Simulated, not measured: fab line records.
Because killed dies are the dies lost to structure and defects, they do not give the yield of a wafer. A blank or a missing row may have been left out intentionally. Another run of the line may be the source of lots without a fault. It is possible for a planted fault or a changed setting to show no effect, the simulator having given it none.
What tool caused it?    flow n5_finfet    Sampling: 24 lots, 72 wafers, 6 of 1938 route steps

## WHAT THE GAUGES SHOWED, per wafer
N5_BEOL_M2_THK_MEAS_01. Usual: M2_ILD_THK gives 79.2 nm (standard deviation 1).
lot   measured      on             M2_ILD_THK (nm)  flag
L075  day 6 17:31   film_metro-01  78.3 79.5 79.6   
L074  day 6 19:26   film_metro-02  78.6 79.4 79.9   
L076  day 7 05:15   film_metro-02  77.9 78.6 78.9   
L077  day 7 08:21   film_metro-01  77.9 77.9 80.1   
L078  day 7 16:44   film_metro-02  78.3 78.6 80.1   
L079  day 8 00:24   film_metro-01  78.3 79.7 81.1   
L080  day 9 00:10   film_metro-01  80.8 80.6 81.3   
L081  day 9 06:09   film_metro-02  77.6 77.8 79.3   
L082  day 9 06:55   film_metro-01  78.8 79.4 79.1   
L084  day 9 10:55   film_metro-01  78.4 80.2 80.0   
L085  day 9 16:31   film_metro-02  77.8 79.2 80.2   
L083  day 9 17:25   film_metro-01  78.5 79.1 78.9   
L086  day 9 17:41   film_metro-01  78.8 79.6 79.7   
L087  day 9 19:05   film_metro-02  77.5 77.5 79.4   
L088  day 10 04:11  film_metro-02  80.3 79.6 79.0   
L089  day 10 08:08  film_metro-01  78.2 78.9 77.5   
L090  day 10 08:57  film_metro-01  78.2 78.5 80.5   
L091  day 10 11:07  film_metro-01  78.3 80.6 79.9   
L092  day 11 05:17  film_metro-02  79.0 79.5 81.3   
L093  day 11 08:27  film_metro-02  77.9 77.2 78.6   
L094  day 11 18:08  film_metro-01  79.7 81.0 80.5   
L095  day 12 13:25  film_metro-02  78.9 80.7 80.5   
L096  day 12 15:43  film_metro-01  79.1 80.0 80.7   
L097  day 13 03:09  film_metro-01  77.9 78.3 77.9   

N5_BEOL_M2_OVL_MEAS_12. Usual: M2_OVL gives -0.2 nm (standard deviation 0.74).
lot   measured      on          M2_OVL (nm)     flag
L075  day 6 18:58   overlay-01  0.1 0.7 -1.7    
L074  day 6 20:50   overlay-02  -0.4 0.8 -1.8   
L076  day 7 07:55   overlay-01  0.2 -1.3 -1.6   
L077  day 7 09:56   overlay-01  -0.1 -0.7 1.2   
L078  day 7 18:57   overlay-01  0.8 -0.8 -1.0   
L079  day 8 02:17   overlay-02  0.5 1.3 0.5     
L080  day 9 02:11   overlay-01  -0.6 -0.3 -1.2  
L081  day 9 07:03   overlay-02  0.2 0.6 0.3     
L082  day 9 07:33   overlay-01  -0.5 0.2 0.7    
L084  day 9 12:14   overlay-01  1.3 0.4 -0.2    
L085  day 9 17:56   overlay-02  0.9 0.4 0.3     
L083  day 9 18:30   overlay-01  0.5 0.4 0.7     
L086  day 9 18:33   overlay-02  -0.3 1.0 0.4    
L087  day 9 19:38   overlay-01  -0.9 0.1 0.1    
L088  day 10 06:42  overlay-01  -0.7 -1.2 -0.6  
L089  day 10 09:59  overlay-02  0.1 -0.1 -0.2   
L090  day 10 10:03  overlay-02  0.1 0.8 0.1     
L091  day 10 13:16  overlay-01  -1.1 -1.5 -1.0  
L092  day 11 08:04  overlay-01  -0.1 1.3 0.6    
L093  day 11 09:32  overlay-02  -1.1 -0.5 -0.8  
L094  day 11 18:40  overlay-02  -0.8 -0.4 -0.5  
L095  day 12 14:04  overlay-02  0.5 -1.0 0.6    
L096  day 12 17:44  overlay-01  -1.3 -1.5 -0.8  
L097  day 13 03:52  overlay-01  -0.7 -0.3 -1.3  

N5_BEOL_M2_OCD_MEAS_38. Usual: trench_depth_nm at 56.0 nm, with a standard deviation of 1.
lot   measured      on      trench_depth_nm (nm)  flag
L075  day 6 21:14   ocd-02  55.1 57.4 56.1        
L074  day 7 00:31   ocd-02  55.2 55.1 56.0        
L076  day 7 10:23   ocd-01  54.7 56.7 55.9        
L077  day 7 12:05   ocd-02  56.6 55.4 55.7        
L078  day 7 23:16   ocd-02  57.3 56.0 55.1        
L079  day 8 03:57   ocd-01  57.0 56.9 55.8        
L080  day 9 03:53   ocd-02  56.0 55.6 55.1        
L081  day 9 10:51   ocd-01  57.1 56.0 58.0        
L082  day 9 11:02   ocd-02  56.5 55.4 57.3        
L084  day 9 14:43   ocd-02  56.5 53.9 55.0        
L085  day 9 20:20   ocd-01  56.2 57.0 56.8        
L083  day 9 20:25   ocd-01  58.3 57.9 55.8        
L086  day 10 00:20  ocd-01  57.2 55.2 58.3        
L087  day 10 00:28  ocd-02  55.4 57.4 56.3        
L088  day 10 09:56  ocd-01  56.0 55.6 55.0        
L089  day 10 12:34  ocd-01  56.7 55.2 56.8        
L090  day 10 12:37  ocd-02  56.6 57.3 56.1        
L091  day 10 19:44  ocd-02  56.4 54.9 54.9        
L092  day 11 13:25  ocd-01  54.1 57.4 56.6        
L093  day 11 16:58  ocd-01  56.7 55.6 55.4        
L094  day 11 20:30  ocd-01  55.9 55.6 54.4        
L095  day 12 17:42  ocd-02  56.2 56.4 56.0        
L096  day 12 19:56  ocd-02  56.4 55.7 57.2        
L097  day 13 08:38  ocd-02  56.4 56.1 56.6        

## WHAT TOOL EACH LOT RAN ON (gives the tool, then ch and the chambers of the sampled wafers, and finally the start)
lot   N5_BEOL_M1_SPUTTER_94         N5_BEOL_M1_ANNEAL_95          N5_BEOL_M2_PECVD_72
L075  pvd_sputter-03, day 6 16:07   pvd_sputter-03, day 6 16:11   pecvd-03 ch 1,2, day 6 17:33
L074  pvd_sputter-03, day 6 17:57   pvd_sputter-03, day 6 18:02   pecvd-01 ch 0,2, day 6 19:28
L076  pvd_sputter-03, day 7 03:49   pvd_sputter-03, day 7 03:53   pecvd-01 ch 0,1,2, day 7 05:17
L077  pvd_sputter-02, day 7 06:57   pvd_sputter-02, day 7 07:02   pecvd-02 ch 1,2, day 7 08:23
L078  pvd_sputter-01, day 7 15:19   pvd_sputter-01, day 7 15:24   pecvd-01 ch 0,2, day 7 16:47
L079  pvd_sputter-03, day 7 23:00   pvd_sputter-03, day 7 23:05   pecvd-02 ch 0,2, day 8 00:26
L080  pvd_sputter-02, day 8 22:39   pvd_sputter-02, day 8 22:44   pecvd-01 ch 0,1,2, day 9 00:13
L081  pvd_sputter-02, day 9 04:19   pvd_sputter-02, day 9 04:23   pecvd-01 ch 0,1,2, day 9 06:11
L082  pvd_sputter-03, day 9 05:31   pvd_sputter-03, day 9 05:35   pecvd-02 ch 0,1, day 9 06:57
L084  pvd_sputter-03, day 9 09:29   pvd_sputter-03, day 9 09:34   pecvd-03 ch 0,1, day 9 10:57
L085  pvd_sputter-01, day 9 14:23   pvd_sputter-01, day 9 14:28   pecvd-03 ch 0,1,2, day 9 16:33
L083  pvd_sputter-02, day 9 15:56   pvd_sputter-02, day 9 16:01   pecvd-02 ch 0,1, day 9 17:26
L086  pvd_sputter-03, day 9 16:07   pvd_sputter-03, day 9 16:11   pecvd-01 ch 0,2, day 9 17:44
L087  pvd_sputter-01, day 9 17:39   pvd_sputter-01, day 9 17:44   pecvd-02 ch 0,1, day 9 19:08
L088  pvd_sputter-02, day 10 01:30  pvd_sputter-02, day 10 01:35  pecvd-01 ch 0,2, day 10 04:14
L089  pvd_sputter-01, day 10 05:23  pvd_sputter-01, day 10 05:28  pecvd-02 ch 0,1, day 10 08:11
L090  pvd_sputter-02, day 10 07:12  pvd_sputter-02, day 10 07:17  pecvd-02 ch 0,1, day 10 08:59
L091  pvd_sputter-01, day 10 09:43  pvd_sputter-01, day 10 09:48  pecvd-01 ch 2, day 10 11:09
L092  pvd_sputter-02, day 11 02:51  pvd_sputter-02, day 11 02:56  pecvd-02 ch 0,2, day 11 05:19
L093  pvd_sputter-02, day 11 07:02  pvd_sputter-02, day 11 07:07  pecvd-03 ch 1,2, day 11 08:29
L094  pvd_sputter-03, day 11 15:32  pvd_sputter-03, day 11 15:37  pecvd-03 ch 0,1, day 11 18:11
L095  pvd_sputter-02, day 12 12:02  pvd_sputter-02, day 12 12:07  pecvd-03 ch 0,1, day 12 13:28
L096  pvd_sputter-02, day 12 14:16  pvd_sputter-02, day 12 14:21  pecvd-01 ch 0,1,2, day 12 15:46
L097  pvd_sputter-03, day 13 01:44  pvd_sputter-03, day 13 01:49  pecvd-02 ch 1,2, day 13 03:11
- N5_BEOL_M1_SPUTTER_94: material Cu, target thk 4.5 nm, time 8.29 s.
- N5_BEOL_M1_ANNEAL_95: time 240 s.
- N5_BEOL_M2_PECVD_72: deposits SiO2 from TEOS/O2, target thk 16 nm, time 18 s.

## WHAT THE TOOLS THEMSELVES READ (means of the sampled wafers that have a number; where no wafer has one, the mark that the record gives instead)
N5_BEOL_M1_SPUTTER_94. Usual: throttle_valve_pct at 30.1 %, with a standard deviation of 0.84.
lot   tool            throttle_valve_pct (%)  flag
L075  pvd_sputter-03  29.7                    
L074  pvd_sputter-03  30.1                    
L076  pvd_sputter-03  29.8                    
L077  pvd_sputter-02  30.5                    
L078  pvd_sputter-01  29.7                    
L079  pvd_sputter-03  29.6                    
L080  pvd_sputter-02  30.0                    
L081  pvd_sputter-02  31.1                    
L082  pvd_sputter-03  29.9                    
L084  pvd_sputter-03  30.0                    
L085  pvd_sputter-01  29.6                    
L083  pvd_sputter-02  30.4                    
L086  pvd_sputter-03  29.8                    
L087  pvd_sputter-01  29.7                    
L088  pvd_sputter-02  30.1                    
L089  pvd_sputter-01  29.7                    
L090  pvd_sputter-02  30.1                    
L091  pvd_sputter-01  30.3                    
L092  pvd_sputter-02  30.3                    
L093  pvd_sputter-02  29.7                    
L094  pvd_sputter-03  30.1                    
L095  pvd_sputter-02  30.2                    
L096  pvd_sputter-02  30.1                    
L097  pvd_sputter-03  29.7                    

N5_BEOL_M1_ANNEAL_95. Usual: heater_power_w at 814 W, with a standard deviation of 46.
lot   tool            heater_power_w (W)  flag
L075  pvd_sputter-03  850                 
L074  pvd_sputter-03  842                 
L076  pvd_sputter-03  837                 
L077  pvd_sputter-02  817                 
L078  pvd_sputter-01  786                 
L079  pvd_sputter-03  818                 
L080  pvd_sputter-02  838                 
L081  pvd_sputter-02  810                 
L082  pvd_sputter-03  856                 
L084  pvd_sputter-03  839                 
L085  pvd_sputter-01  791                 
L083  pvd_sputter-02  815                 
L086  pvd_sputter-03  831                 
L087  pvd_sputter-01  771                 
L088  pvd_sputter-02  804                 
L089  pvd_sputter-01  760                 
L090  pvd_sputter-02  828                 
L091  pvd_sputter-01  761                 
L092  pvd_sputter-02  802                 
L093  pvd_sputter-02  816                 
L094  pvd_sputter-03  817                 
L095  pvd_sputter-02  828                 
L096  pvd_sputter-02  836                 
L097  pvd_sputter-03  806                 

N5_BEOL_M2_PECVD_72. Usual: heater_power_w 732 W, standard deviation 75; showerhead_plenum_p_Torr 8.74 Torr, standard deviation 0.049; showerhead_vpp_V 1303 V, standard deviation 54; throttle_valve_pct 22.7 %, standard deviation 1.1.
lot   tool      heater_power_w (W)  showerhead_plenum_p_Torr (Torr)  showerhead_vpp_V (V)  throttle_valve_pct (%)  flag
L075  pecvd-03  677                 8.78                             1373                  23.3                    
L074  pecvd-01  799                 8.71                             1280                  21.6                    
L076  pecvd-01  738                 8.71                             1306                  22.1                    
L077  pecvd-02  798                 8.82                             1292                  23.1                    
L078  pecvd-01  705                 8.72                             1282                  21.4                    
L079  pecvd-02  741                 8.80                             1304                  23.5                    
L080  pecvd-01  731                 8.73                             1300                  22.0                    
L081  pecvd-01  720                 8.71                             1307                  21.9                    
L082  pecvd-02  714                 8.74                             1287                  23.6                    
L084  pecvd-03  648                 8.72                             1286                  23.3                    
L085  pecvd-03  697                 8.75                             1286                  22.7                    
L083  pecvd-02  676                 8.73                             1317                  23.1                    
L086  pecvd-01  719                 8.72                             1292                  22.4                    
L087  pecvd-02  769                 8.72                             1305                  23.1                    
L088  pecvd-01  691                 8.71                             1322                  22.7                    
L089  pecvd-02  693                 8.72                             1302                  23.3                    
L090  pecvd-02  715                 8.75                             1299                  23.6                    
L091  pecvd-01  767                 8.70                             1256                  20.8                    
L092  pecvd-02  870                 8.83                             1306                  22.3                    
L093  pecvd-03  705                 8.78                             1377                  23.3                    
L094  pecvd-03  670                 8.74                             1274                  23.4                    
L095  pecvd-03  645                 8.74                             1289                  23.3                    
L096  pecvd-01  760                 8.72                             1295                  22.2                    
L097  pecvd-02  807                 8.77                             1315                  22.5                    

## THE ANSWER, worked out from the rows above alone
Rule: a lot counts as off when the mean over its wafers that have a number is more than 3 standard deviations away from the usual mean. A lot without any number at a reading at which 4 lots or more have one is off too. Any other lot the step has rows for is counted as sound. Order of review: gauges by route order, followed by the tools' own readings, for which a lot's mean as printed above is used. At the first step where some lot is off, the reading lying furthest off is the one used; lots without a number count as furthest.
No lot is off at any reading shown: from this, nothing can be told.

## WHAT HAD BEEN PUT IN BY THE SIMULATOR
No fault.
